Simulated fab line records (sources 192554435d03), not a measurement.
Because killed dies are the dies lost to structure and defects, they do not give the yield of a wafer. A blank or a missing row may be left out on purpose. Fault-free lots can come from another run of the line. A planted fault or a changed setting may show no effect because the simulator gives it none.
fab line records	flow n5Finfet
record lots=24	wafers=72	lastDay=18
route steps=1938 shown BEOL_M4@1057 BEOL_M5@1130
lots with no fault: from the same line, run without faults
startH: start of the lot's first displayed wafer, in hours after the record's first day	waitH: how many hours have passed since the lot's step before this one	" unchanged from the row above	L1.1+2: several wafers, shown together as one row	- value missing, or start not given	* or withheld: withheld	< > ~ a bound
route shown NAME@n: NAME is a module with steps in the file, n the number in the route of the first one	usual: average and standard deviation across the fault-free wafers	same: alike in all rows	chamber/n: place in a boat	sites: the reading at each site	_std_site: standard deviation of those values	_edge_site: the outer-site mean with the inner-site mean subtracted	radiusMm: for every site, how far away it sits from the centre of the wafer	mask NAME#n: copy n	behind: tool/chamber where the wafer was last shaped	hold: why the lot went on hold/how many hours it stayed there/how the hold came to an end	device: names the non-switching transistor (n, p or np)	end of line: at the end of the route, the tests of the same wafers	a step with no rows: only its recipe	killed: dies that structure and defects cost at the first sort, which is not the same as the wafer's yield	map: the dies of a wafer, with x for killed, . for not killed, _ for no die there
set.NAME: the setting as run; set.NAME@STEP: as run at that earlier step	model.NAME: the simulator's own value behind a step, which no gauge read
steps of the route over a sample of lots; a table a step, a row a wafer
services: from which hour (startH, from the record's first day; less than 0 if before it) a tool's chamber was out of use, for how many hours, and why
## steps
# step N5_BEOL_M4_OVL_MEAS_29
# recipe pointsPerWafer=522
# usual V3_OVL=0.7/0.67
lot.wafer	tool	chamber	startH	waitH	V3_OVL[nm]
L074.1	overlay-02	0	163.98	0.0	0.4
L074.3	"	0	"	"	-0.7
L074.4	"	0	"	"	0.4
L075.2	overlay-02	0	164.18	0.0	1.6
L075.5	"	0	"	"	1.9
L075.6	"	0	"	"	1.7
L077.1	overlay-01	0	167.76	0.0	0.0
L077.4	"	0	"	"	-0.2
L077.5	"	0	"	"	0.5
L076.1	overlay-01	0	176.63	0.0	0.8
L076.2	"	0	"	"	1.6
L076.4	"	0	"	"	1.2
L078.3	overlay-01	0	180.63	0.0	1.4
L078.4	"	0	"	"	1.6
L078.5	"	0	"	"	1.0
L079.1	overlay-01	0	186.95	0.0	1.0
L079.3	"	0	"	"	1.6
L079.4	"	0	"	"	0.8
L080.2	overlay-01	0	194.40	0.0	1.4
L080.5	"	0	"	"	1.6
L080.6	"	0	"	"	1.1
L081.1	overlay-01	0	200.54	0.0	1.4
L081.3	"	0	"	"	1.5
L081.4	"	0	"	"	0.7
L082.2	overlay-01	0	220.03	0.0	1.4
L082.4	"	0	"	"	0.9
L082.5	"	0	"	"	1.8
L083.1	overlay-01	0	223.78	0.0	-0.1
L083.4	"	0	"	"	0.4
L083.5	"	0	"	"	0.7
L084.1	overlay-02	0	224.68	0.0	0.1
L084.5	"	0	"	"	0.7
L084.6	"	0	"	"	0.5
L085.2	overlay-01	0	235.19	0.0	1.4
L085.3	"	0	"	"	1.6
L085.4	"	0	"	"	1.3
L086.1	overlay-02	0	240.12	0.0	0.3
L086.3	"	0	"	"	0.8
L086.5	"	0	"	"	0.0
L087.1	overlay-02	0	242.80	0.0	0.6
L087.5	"	0	"	"	0.2
L087.6	"	0	"	"	0.9
L088.1	overlay-01	0	243.96	0.0	0.1
L088.2	"	0	"	"	1.0
L088.5	"	0	"	"	0.5
L089.1	overlay-02	0	251.47	0.0	0.8
L089.4	"	0	"	"	0.4
L089.5	"	0	"	"	0.4
L090.2	overlay-02	0	256.05	0.0	1.0
L090.3	"	0	"	"	1.7
L090.5	"	0	"	"	1.8
L092.2	overlay-01	0	275.25	0.0	0.5
L092.4	"	0	"	"	0.1
L092.5	"	0	"	"	0.3
L093.3	overlay-02	0	276.63	0.0	1.7
L093.5	"	0	"	"	1.2
L093.6	"	0	"	"	1.4
L094.2	overlay-01	0	282.84	0.0	0.3
L094.3	"	0	"	"	0.1
L094.5	"	0	"	"	0.6
L095.1	overlay-02	0	289.51	0.0	-0.1
L095.4	"	0	"	"	0.0
L095.6	"	0	"	"	0.5
L096.2	overlay-02	0	292.76	0.0	0.3
L096.4	"	0	"	"	0.4
L096.5	"	0	"	"	0.2
L097.3	overlay-02	0	304.96	0.0	0.0
L097.5	"	0	"	"	0.9
L097.6	"	0	"	"	0.8
L091.3	overlay-02	0	310.61	0.0	-0.6
L091.4	"	0	"	"	-1.2
L091.5	"	0	"	"	-0.7
# step N5_BEOL_M4_DEGAS_44
# recipe ambient=vacuum	tempC=250	timeS=60
# usual heaterPowerW=320/34
lot.wafer	tool	chamber	startH	waitH	heaterPowerW
L074.1	pvdSputter-02	-	171.79	0.3	299
L074.3	"	-	"	"	420
L074.4	"	-	"	"	308
L075.2	pvdSputter-02	-	171.87	0.2	304
L075.5	"	-	"	"	301
L075.6	"	-	"	"	309
L077.1	pvdSputter-01	-	176.02	0.2	319
L077.4	"	-	"	"	319
L077.5	"	-	"	"	377
L076.1	pvdSputter-03	-	179.03	0.6	311
L076.2	"	-	"	"	336
L076.4	"	-	"	"	336
L078.3	pvdSputter-02	-	195.45	0.4	307
L078.4	"	-	"	"	303
L078.5	"	-	"	"	300
L079.1	pvdSputter-03	-	198.86	0.5	332
L079.3	"	-	"	"	304
L079.4	"	-	"	"	271
L080.2	pvdSputter-02	-	202.13	0.0	416
L080.5	"	-	"	"	302
L080.6	"	-	"	"	305
L081.1	pvdSputter-03	-	211.42	0.3	278
L081.3	"	-	"	"	335
L081.4	"	-	"	"	310
L082.2	pvdSputter-01	-	223.17	0.2	310
L082.4	"	-	"	"	306
L082.5	"	-	"	"	312
L083.1	pvdSputter-03	-	229.81	0.0	311
L083.4	"	-	"	"	340
L083.5	"	-	"	"	341
L084.1	pvdSputter-03	-	230.06	0.0	344
L084.5	"	-	"	"	306
L084.6	"	-	"	"	278
L085.2	pvdSputter-01	-	242.47	1.1	312
L085.3	"	-	"	"	375
L085.4	"	-	"	"	287
L086.1	pvdSputter-03	-	245.98	0.3	329
L086.3	"	-	"	"	311
L086.5	"	-	"	"	330
L088.1	pvdSputter-01	-	250.15	0.3	313
L088.2	"	-	"	"	309
L088.5	"	-	"	"	312
L087.1	pvdSputter-01	-	250.23	0.4	384
L087.5	"	-	"	"	318
L087.6	"	-	"	"	371
L089.1	pvdSputter-03	-	255.27	0.3	326
L089.4	"	-	"	"	339
L089.5	"	-	"	"	335
L090.2	pvdSputter-01	-	270.55	0.5	376
L090.3	"	-	"	"	298
L090.5	"	-	"	"	394
L092.2	pvdSputter-02	-	277.24	0.2	303
L092.4	"	-	"	"	405
L092.5	"	-	"	"	297
L093.3	pvdSputter-03	-	280.59	0.3	307
L093.5	"	-	"	"	329
L093.6	"	-	"	"	270
L094.2	pvdSputter-03	-	291.05	0.3	274
L094.3	"	-	"	"	310
L094.5	"	-	"	"	272
L095.1	pvdSputter-03	-	297.27	0.4	330
L095.4	"	-	"	"	272
L095.6	"	-	"	"	311
L096.2	pvdSputter-02	-	297.31	0.3	305
L096.4	"	-	"	"	314
L096.5	"	-	"	"	312
L097.3	pvdSputter-03	-	306.61	0.1	273
L097.5	"	-	"	"	277
L097.6	"	-	"	"	330
L091.3	pvdSputter-01	-	314.98	0.6	308
L091.4	"	-	"	"	379
L091.5	"	-	"	"	382
# step N5_BEOL_M4_DEP_57
# recipe material=SiCN	targetThkA=80	tempC=withheld	precursor=3MS/NH3	pressureTorr=3	rfW=202	timeS=14
# usual showerheadPlenumPTorr=3.661/0.0089	throttleValvePct=8.9/0.41
lot.wafer	tool	chamber	startH	waitH	showerheadPlenumPTorr	throttleValvePct
L074.1	pecvd-03	2	175.13	0.0	3.665	7.9
L074.3	"	0	"	"	3.659	9.2
L074.4	"	1	"	"	3.670	9.6
L075.2	pecvd-04	2	175.24	0.0	3.661	8.3
L075.5	"	0	"	"	3.647	9.1
L075.6	"	1	"	"	3.672	8.7
L077.1	pecvd-04	0	180.78	0.0	3.657	9.1
L077.4	"	2	"	"	3.652	8.8
L077.5	"	0	"	"	3.648	9.2
L076.1	pecvd-01	2	185.92	0.0	3.672	9.4
L076.2	"	1	"	"	3.643	9.0
L076.4	"	1	"	"	3.640	9.1
L078.3	pecvd-04	0	200.64	0.0	3.658	9.2
L078.4	"	1	"	"	3.666	8.7
L078.5	"	2	"	"	3.663	8.5
L079.1	pecvd-01	1	202.71	0.0	3.657	8.9
L079.3	"	0	"	"	3.666	9.0
L079.4	"	1	"	"	3.652	9.2
L080.2	pecvd-04	0	210.06	0.0	3.652	9.2
L080.5	"	2	"	"	3.650	8.6
L080.6	"	0	"	"	3.657	9.3
L081.1	pecvd-01	1	214.96	0.0	3.645	9.3
L081.3	"	1	"	"	3.649	8.8
L081.4	"	0	"	"	3.666	8.9
L082.2	pecvd-04	2	227.89	0.0	3.659	8.6
L082.4	"	2	"	"	3.655	8.4
L082.5	"	0	"	"	3.658	9.4
L083.1	pecvd-04	1	233.40	0.0	3.668	8.7
L083.4	"	0	"	"	3.662	9.3
L083.5	"	1	"	"	3.665	8.9
L084.1	pecvd-04	1	234.84	0.0	3.662	8.8
L084.5	"	0	"	"	3.650	9.0
L084.6	"	1	"	"	3.669	8.5
L085.2	pecvd-04	0	245.93	0.0	3.663	9.3
L085.3	"	1	"	"	3.675	8.8
L085.4	"	0	"	"	3.653	9.3
L086.1	pecvd-04	0	250.65	0.0	3.657	9.1
L086.3	"	2	"	"	3.655	8.8
L086.5	"	1	"	"	3.668	8.7
L088.1	pecvd-04	2	253.72	0.0	3.663	8.6
L088.2	"	0	"	"	3.658	9.6
L088.5	"	1	"	"	3.671	8.8
L087.1	pecvd-03	1	255.43	0.0	3.659	9.7
L087.5	"	0	"	"	3.657	9.1
L087.6	"	1	"	"	3.655	9.6
L089.1	pecvd-04	2	259.55	0.0	3.650	8.7
L089.4	"	0	"	"	3.647	9.3
L089.5	"	1	"	"	3.671	8.7
L090.2	pecvd-01	2	274.52	0.0	3.666	8.2
L090.3	"	1	"	"	3.658	9.0
L090.5	"	1	"	"	3.639	9.2
L092.2	pecvd-03	2	280.72	0.0	3.660	8.1
L092.4	"	2	"	"	3.667	8.2
L092.5	"	0	"	"	3.650	9.1
L093.3	pecvd-03	2	284.02	0.0	3.665	7.8
L093.5	"	0	"	"	3.657	8.9
L093.6	"	1	"	"	3.667	9.5
L094.2	pecvd-03	2	294.91	0.0	3.655	7.8
L094.3	"	1	"	"	3.664	9.7
L094.5	"	1	"	"	3.654	9.8
L095.1	pecvd-04	1	300.62	0.0	3.680	9.1
L095.4	"	0	"	"	3.649	9.0
L095.6	"	1	"	"	3.671	8.8
L096.2	pecvd-01	2	300.89	0.0	3.672	8.3
L096.4	"	2	"	"	3.668	8.2
L096.5	"	0	"	"	3.668	9.2
L097.3	pecvd-04	0	309.91	0.0	3.670	9.2
L097.5	"	0	"	"	3.656	9.2
L097.6	"	2	"	"	3.661	8.5
L091.3	pecvd-04	1	320.03	0.0	3.660	8.7
L091.4	"	2	"	"	3.654	9.0
L091.5	"	0	"	"	3.662	9.1
# step N5_BEOL_M5_ETCH_72
# recipe chemistry=N2/H2	target=underlayer	targetDepthA=65	maskMaterial=CAR-EUV	timeS=5.2	ionEnergyEv=200	pressureMtorr=30	sourceW=840	biasW=150	n2FlowSccm=200	h2FlowSccm=200	ends=cleared
# usual drypumpMotorCurrentA=5.8/0.5	etchRfOnTimeS=5.20/0.15	oesProductAu=0.69/0.069	rfVppV=524.1/2.9	showerheadPlenumPTorr=2.56/0.1	throttleValvePct=17.99/0.27
lot.wafer	tool	chamber	startH	waitH	drypumpMotorCurrentA	etchRfOnTimeS	oesProductAu	rfHoursCounterH	rfVppV	showerheadPlenumPTorr	throttleValvePct
L074.1	rieDiel-05	2	180.02	0.0	5.1	4.99	0.76	40	521.2	2.50	18.13
L074.3	"	1	"	"	5.4	5.13	0.66	138	521.7	2.43	17.72
L074.4	"	0	"	"	6.8	5.21	0.71	-	526.8	2.67	17.64
L075.2	rieDiel-05	1	180.31	0.0	5.4	5.19	0.66	138	520.2	2.43	17.73
L075.5	"	1	"	"	5.4	5.27	0.65	-	520.1	2.43	17.74
L075.6	"	2	"	"	5.1	5.02	0.76	-	523.9	2.50	18.13
L077.1	rieDiel-05	1	184.74	0.0	5.4	5.26	0.65	141	520.0	2.43	17.73
L077.4	"	0	"	"	6.8	5.22	0.70	-	526.6	2.67	17.68
L077.5	"	2	"	"	5.1	5.07	0.75	-	520.9	2.49	18.15
L076.1	rieDiel-06	2	190.00	0.0	5.5	5.10	0.61	243	518.1	2.39	18.07
L076.2	"	3	"	"	5.9	5.40	0.70	84	520.9	2.48	17.91
L076.4	"	0	"	"	5.8	5.34	0.58	248	525.7	2.60	18.38
L078.3	rieDiel-06	2	203.21	0.0	5.4	5.02	0.61	248	516.7	2.39	18.08
L078.4	"	3	"	"	5.9	5.43	0.69	-	518.9	2.48	17.91
L078.5	"	1	"	"	6.4	5.18	0.65	-	523.8	2.67	18.45
L079.1	rieDiel-06	2	206.28	0.0	5.5	5.05	0.61	249	518.9	2.39	18.09
L079.3	"	1	"	"	6.3	5.18	0.66	163	525.8	2.66	18.45
L079.4	"	1	"	"	6.3	5.20	0.65	-	525.0	2.66	18.44
L080.2	rieDiel-06	3	214.60	0.0	5.9	5.47	0.69	93	522.2	2.47	17.91
L080.5	"	3	"	"	5.9	5.50	0.69	-	522.1	2.47	17.91
L080.6	"	2	"	"	5.5	5.13	0.61	-	521.1	2.39	18.08
L081.1	rieDiel-03	2	218.42	0.0	6.2	5.44	0.60	227	526.5	2.62	18.11
L081.3	"	3	"	"	5.7	5.29	0.60	189	522.9	2.52	17.90
L081.4	"	1	"	"	6.1	5.30	0.63	174	524.1	2.53	17.90
L082.2	rieDiel-05	2	230.32	0.0	5.1	4.94	0.74	58	520.9	2.49	18.15
L082.4	"	1	"	"	5.4	5.16	0.64	152	521.0	2.43	17.75
L082.5	"	1	"	"	5.4	5.17	0.65	-	520.9	2.43	17.75
L083.1	rieDiel-06	3	236.06	0.0	5.9	5.41	0.69	101	521.4	2.47	17.94
L083.4	"	1	"	"	6.3	5.23	0.64	173	525.2	2.66	18.50
L083.5	"	3	"	"	5.9	5.42	0.69	-	522.1	2.47	17.92
L084.1	rieDiel-06	1	239.39	0.0	6.4	5.25	0.64	175	525.6	2.66	18.49
L084.5	"	3	"	"	5.9	5.43	0.67	-	522.7	2.47	17.94
L084.6	"	1	"	"	6.4	5.22	0.64	-	525.5	2.66	18.49
L085.2	rieDiel-05	3	250.52	0.0	5.1	5.14	0.77	17	527.4	2.72	17.80
L085.3	"	0	"	"	6.8	5.24	0.68	121	526.6	2.66	17.68
L085.4	"	1	"	"	5.4	5.20	0.64	158	519.5	2.42	17.74
L086.1	rieDiel-03	0	254.66	0.0	5.9	5.27	0.67	113	523.2	2.57	18.00
L086.3	"	2	"	"	6.1	5.50	0.58	238	525.3	2.61	18.14
L086.5	"	1	"	"	6.1	5.32	0.61	-	524.4	2.52	17.91
L088.1	rieDiel-05	2	257.89	0.0	5.1	4.94	0.73	67	521.9	2.49	18.16
L088.2	"	3	"	"	5.1	5.05	0.77	20	528.7	2.72	17.78
L088.5	"	0	"	"	6.8	5.19	0.68	-	527.1	2.66	17.68
L087.1	rieDiel-05	0	258.88	0.0	6.8	5.29	0.68	124	526.7	2.66	17.70
L087.5	"	1	"	"	5.4	5.32	0.62	-	520.5	2.42	17.77
L087.6	"	2	"	"	5.0	5.07	0.72	-	523.5	2.49	18.15
L089.1	rieDiel-06	2	262.83	0.0	5.5	4.97	0.82	5	527.5	2.70	17.58
L089.4	"	0	"	"	5.8	5.23	0.78	17	527.4	2.60	17.98
L089.5	"	1	"	"	6.3	5.22	0.63	-	526.0	2.66	18.50
L090.2	rieDiel-05	3	278.72	0.0	5.1	5.07	0.77	28	526.5	2.71	17.82
L090.3	"	2	"	"	5.1	5.02	0.72	73	521.5	2.48	18.18
L090.5	"	1	"	"	5.4	5.22	0.62	-	522.7	2.42	17.76
L092.2	rieDiel-06	0	285.60	0.0	5.8	5.24	0.76	26	527.4	2.59	17.98
L092.4	"	2	"	"	5.5	4.96	0.81	14	527.0	2.70	17.64
L092.5	"	2	"	"	5.4	4.90	0.82	-	528.9	2.70	17.65
L093.3	rieDiel-06	3	287.57	0.0	5.9	5.39	0.67	119	521.2	2.46	17.95
L093.5	"	1	"	"	6.4	5.25	0.63	-	527.1	2.65	18.55
L093.6	"	0	"	"	5.8	5.14	0.76	-	524.7	2.59	17.99
L094.2	rieDiel-06	3	298.01	0.0	5.9	5.41	0.68	122	520.0	2.46	17.97
L094.3	"	1	"	"	6.3	5.32	0.62	196	525.3	2.65	18.55
L094.5	"	2	"	"	5.4	4.94	0.79	-	528.1	2.70	17.64
L095.1	rieDiel-06	3	305.53	0.0	6.0	5.45	0.66	125	520.4	2.46	18.00
L095.4	"	1	"	"	6.4	5.30	0.61	200	526.7	2.65	18.54
L095.6	"	2	"	"	5.5	4.91	0.79	-	528.5	2.69	17.63
L096.2	rieDiel-06	1	305.76	0.0	6.3	5.33	0.61	200	526.1	2.65	18.50
L096.4	"	0	"	"	5.8	5.21	0.74	34	525.1	2.59	17.99
L096.5	"	0	"	"	5.8	5.23	0.75	-	525.4	2.59	18.00
L097.3	rieDiel-03	1	313.70	0.0	6.1	5.20	0.61	205	525.7	2.51	17.91
L097.5	"	3	"	"	5.6	5.26	0.60	-	525.0	2.51	17.97
L097.6	"	1	"	"	6.1	5.26	0.61	-	524.4	2.51	17.92
L091.3	rieDiel-03	1	324.63	0.0	6.1	5.28	0.61	210	521.9	2.51	17.94
L091.4	"	2	"	"	6.1	5.19	0.84	2	526.5	2.61	17.74
L091.5	"	3	"	"	5.7	5.36	0.59	-	522.7	2.51	17.95
# step N5_BEOL_M5_STRIP_19
# recipe chemistry=O2	powerW=400	tempC=40	pressureMtorr=30	rfFrequencyHz=6e+07	biasPowerW=0	overashFraction=0.2	o2FlowSccm=225
# usual drypumpMotorCurrentA=5.8/0.49	oesProductAu=0.79/0.08	rfVppV=3.6/0.48	showerheadPlenumPTorr=2.11/0.081	throttleValvePct=16.76/0.2
lot.wafer	tool	chamber	startH	waitH	drypumpMotorCurrentA	oesProductAu	rfHoursCounterH	rfVppV	showerheadPlenumPTorr	throttleValvePct
L074.1	rieDiel-06	3	180.43	0.2	5.9	0.85	80	4.3	2.02	16.64
L074.3	"	0	"	"	5.8	0.70	243	3.9	2.14	17.18
L074.4	"	1	"	"	6.3	0.77	153	3.2	2.18	17.04
L075.2	rieDiel-05	1	180.76	0.2	5.4	0.78	138	3.4	1.99	16.56
L075.5	"	2	"	"	5.0	0.87	-	3.7	2.05	16.77
L075.6	"	1	"	"	5.4	0.77	-	3.9	1.99	16.55
L077.1	rieDiel-06	2	185.17	0.2	5.5	0.70	241	3.4	1.97	16.87
L077.4	"	3	"	"	5.9	0.85	82	4.1	2.02	16.64
L077.5	"	3	"	"	5.9	0.84	-	2.7	2.02	16.64
L076.1	rieDiel-05	3	190.32	0.1	5.1	1.01	0	3.8	2.24	16.50
L076.2	"	2	"	"	5.1	0.86	47	3.6	2.05	16.76
L076.4	"	2	"	"	5.1	0.86	-	3.0	2.05	16.76
L078.3	rieDiel-05	3	203.62	0.1	5.1	0.98	4	3.1	2.23	16.48
L078.4	"	0	"	"	6.8	0.82	107	3.0	2.20	16.51
L078.5	"	3	"	"	5.1	0.97	-	5.1	2.23	16.49
L079.1	rieDiel-03	1	206.60	0.1	6.1	0.74	171	3.3	2.10	16.76
L079.3	"	3	"	"	5.6	0.72	187	4.1	2.07	16.73
L079.4	"	2	"	"	6.1	0.71	225	3.5	2.17	17.02
L080.2	rieDiel-06	2	214.92	0.1	5.4	0.70	252	3.9	1.96	16.89
L080.5	"	2	"	"	5.4	0.70	-	3.7	1.96	16.88
L080.6	"	3	"	"	5.9	0.83	-	3.5	2.02	16.65
L081.1	rieDiel-05	1	218.75	0.1	5.4	0.78	148	4.7	1.99	16.59
L081.3	"	3	"	"	5.1	0.97	8	3.3	2.23	16.52
L081.4	"	2	"	"	5.1	0.85	55	3.1	2.05	16.77
L082.2	rieDiel-03	3	230.65	0.1	5.7	0.73	193	4.3	2.07	16.72
L082.4	"	2	"	"	6.1	0.70	231	3.6	2.17	17.02
L082.5	"	2	"	"	6.1	0.71	-	3.4	2.17	17.03
L083.1	rieDiel-05	0	236.43	0.1	6.8	0.82	117	3.8	2.20	16.55
L083.4	"	1	"	"	5.4	0.76	154	3.6	1.99	16.59
L083.5	"	2	"	"	5.1	0.85	-	3.2	2.05	16.78
L084.1	rieDiel-03	3	239.82	0.2	5.7	0.73	196	3.3	2.07	16.74
L084.5	"	2	"	"	6.1	0.70	-	4.5	2.16	17.03
L084.6	"	1	"	"	6.1	0.74	-	3.3	2.10	16.77
L085.2	rieDiel-03	3	251.06	0.3	5.6	0.71	199	3.6	2.07	16.76
L085.3	"	2	"	"	6.1	0.70	237	4.0	2.16	17.02
L085.4	"	0	"	"	5.9	0.78	112	3.8	2.14	16.87
L086.1	rieDiel-05	2	254.98	0.1	5.0	0.85	66	3.4	2.04	16.80
L086.3	"	3	"	"	5.1	0.93	19	4.1	2.23	16.52
L086.5	"	0	"	"	6.8	0.81	-	3.4	2.20	16.54
L088.1	rieDiel-03	1	258.21	0.1	6.1	0.73	187	4.5	2.09	16.79
L088.2	"	2	"	"	6.1	0.70	239	2.8	2.16	17.04
L088.5	"	2	"	"	6.1	0.69	-	2.6	2.16	17.04
L087.1	rieDiel-03	3	259.21	0.1	5.6	0.71	202	3.0	2.07	16.76
L087.5	"	0	"	"	5.9	0.79	-	3.7	2.14	16.88
L087.6	"	1	"	"	6.1	0.72	-	4.3	2.09	16.78
L089.1	rieDiel-03	1	263.25	0.2	6.1	0.73	190	3.3	2.09	16.80
L089.4	"	3	"	"	5.7	0.72	203	3.1	2.06	16.75
L089.5	"	2	"	"	6.1	0.70	-	2.6	2.16	17.03
L090.2	rieDiel-05	2	279.13	0.1	5.0	0.83	73	4.4	2.04	16.82
L090.3	"	3	"	"	5.1	0.91	28	3.9	2.23	16.52
L090.5	"	1	"	"	5.4	0.74	-	2.9	1.98	16.61
L092.2	rieDiel-05	3	285.98	0.1	5.1	0.90	31	2.8	2.23	16.55
L092.4	"	1	"	"	5.4	0.74	169	3.6	1.98	16.61
L092.5	"	0	"	"	6.8	0.80	-	4.1	2.19	16.57
L093.3	rieDiel-03	1	287.94	0.1	6.1	0.73	192	3.0	2.09	16.79
L093.5	"	2	"	"	6.1	0.70	-	4.4	2.16	17.05
L093.6	"	1	"	"	6.1	0.73	-	4.0	2.09	16.80
L094.2	rieDiel-06	1	298.34	0.1	6.3	0.73	197	4.0	2.17	17.13
L094.3	"	2	"	"	5.4	0.91	19	4.3	2.22	16.42
L094.5	"	2	"	"	5.4	0.91	-	3.2	2.22	16.41
L095.1	rieDiel-06	3	305.95	0.2	5.9	0.79	125	3.8	2.01	16.72
L095.4	"	0	"	"	5.8	0.90	34	3.9	2.13	16.77
L095.6	"	0	"	"	5.8	0.90	-	3.1	2.13	16.78
L096.2	rieDiel-06	2	306.45	0.5	5.5	0.91	22	3.4	2.22	16.43
L096.4	"	0	"	"	5.8	0.89	35	3.2	2.13	16.77
L096.5	"	3	"	"	5.9	0.80	-	3.8	2.01	16.74
L097.3	rieDiel-06	0	314.14	0.2	5.8	0.89	38	2.8	2.12	16.78
L097.5	"	0	"	"	5.8	0.89	-	4.1	2.12	16.78
L097.6	"	1	"	"	6.3	0.73	-	4.1	2.17	17.13
L091.3	rieDiel-06	0	325.04	0.1	5.8	0.87	42	4.2	2.12	16.79
L091.4	"	3	"	"	5.9	0.78	133	3.3	2.00	16.73
L091.5	"	3	"	"	5.9	0.79	-	4.5	2.00	16.73
# step N5_BEOL_M5_SPUTTER_81
# recipe material=Cu	targetThkA=150	tempC=-20	chamberPressurePa=0.07	powerW=withheld	timeS=27.62
# usual throttleValvePct=29.7/0.8
lot.wafer	tool	chamber	startH	waitH	throttleValvePct
L074.1	pvdSputter-01	-	185.61	0.5	30.9
L074.3	"	-	"	"	31.9
L074.4	"	-	"	"	29.7
L075.2	pvdSputter-02	-	186.47	0.5	28.8
L075.5	"	-	"	"	29.6
L075.6	"	-	"	"	30.5
L077.1	pvdSputter-02	-	191.27	0.5	29.3
L077.4	"	-	"	"	29.0
L077.5	"	-	"	"	28.8
L076.1	pvdSputter-02	-	196.62	0.5	29.3
L076.2	"	-	"	"	29.6
L076.4	"	-	"	"	29.0
L078.3	pvdSputter-03	-	207.46	0.5	29.3
L078.4	"	-	"	"	28.4
L078.5	"	-	"	"	30.8
L079.1	pvdSputter-02	-	210.57	0.5	29.2
L079.3	"	-	"	"	30.2
L079.4	"	-	"	"	29.1
L080.2	pvdSputter-02	-	218.93	0.5	29.2
L080.5	"	-	"	"	29.5
L080.6	"	-	"	"	30.5
L081.1	pvdSputter-03	-	222.64	0.5	28.6
L081.3	"	-	"	"	30.7
L081.4	"	-	"	"	31.1
L082.2	pvdSputter-02	-	235.38	0.5	29.7
L082.4	"	-	"	"	30.7
L082.5	"	-	"	"	29.7
L083.1	pvdSputter-03	-	242.34	0.5	30.6
L083.4	"	-	"	"	28.4
L083.5	"	-	"	"	29.2
L084.1	pvdSputter-02	-	243.96	0.5	29.3
L084.5	"	-	"	"	30.2
L084.6	"	-	"	"	29.6
L085.2	pvdSputter-02	-	256.07	0.5	29.3
L085.3	"	-	"	"	28.9
L085.4	"	-	"	"	30.3
L086.1	pvdSputter-02	-	260.50	0.5	30.1
L086.3	"	-	"	"	29.2
L086.5	"	-	"	"	29.1
L088.1	pvdSputter-03	-	262.75	0.5	30.8
L088.2	"	-	"	"	28.2
L088.5	"	-	"	"	30.4
L087.1	pvdSputter-01	-	264.41	0.5	30.4
L087.5	"	-	"	"	29.4
L087.6	"	-	"	"	29.8
L089.1	pvdSputter-03	-	268.44	0.5	31.3
L089.4	"	-	"	"	30.4
L089.5	"	-	"	"	31.1
L090.2	pvdSputter-02	-	283.28	0.5	29.6
L090.3	"	-	"	"	30.2
L090.5	"	-	"	"	29.2
L092.2	pvdSputter-02	-	290.91	0.5	29.7
L092.4	"	-	"	"	29.0
L092.5	"	-	"	"	29.2
L093.3	pvdSputter-01	-	293.75	0.5	30.7
L093.5	"	-	"	"	29.9
L093.6	"	-	"	"	31.6
L094.2	pvdSputter-01	-	302.91	0.5	30.5
L094.3	"	-	"	"	29.7
L094.5	"	-	"	"	30.0
L095.1	pvdSputter-03	-	311.00	0.5	30.6
L095.4	"	-	"	"	29.2
L095.6	"	-	"	"	31.0
L096.2	pvdSputter-02	-	312.76	0.5	29.1
L096.4	"	-	"	"	30.6
L096.5	"	-	"	"	29.2
L097.3	pvdSputter-02	-	319.82	0.5	29.5
L097.5	"	-	"	"	29.6
L097.6	"	-	"	"	29.1
L091.3	pvdSputter-02	-	329.74	0.5	29.2
L091.4	"	-	"	"	29.2
L091.5	"	-	"	"	29.3
## services
tool	chamber	startH	hours	kind
rieDiel-03	1	156.24	7.0	repair
rieDiel-03	2	158.64	5.7	repair
rieDiel-06	1	171.06	6.3	repair
rieDiel-05	1	185.48	11.0	repair
rieDiel-06	0	198.60	-	clean
rieDiel-06	0	198.60	-	consumableReplace:focusRing
rieDiel-06	0	198.60	18.2	scheduledDown
rieDiel-06	0	198.60	18.2	ventCycle
rieDiel-03	3	202.61	2.6	repair
pvdSputter-02	-	205.02	2.0	repair
rieDiel-06	2	216.82	-	clean
rieDiel-06	2	216.82	-	consumableReplace:focusRing
rieDiel-06	2	216.82	-	consumableReplace:showerhead
rieDiel-06	2	216.82	14.5	scheduledDown
pecvd-03	1	218.34	4.4	repair
rieDiel-06	-	230.51	0.5	repair
pecvd-04	2	237.47	1.8	repair
rieDiel-06	2	237.70	13.5	repair
pvdSputter-01	-	246.25	3.0	repair
pecvd-01	0	248.25	4.4	repair
pecvd-01	1	260.05	5.9	repair
pecvd-03	-	273.89	2.8	pm
rieDiel-05	3	311.98	18.2	repair
rieDiel-05	2	324.13	30.9	repair
## key
fault none
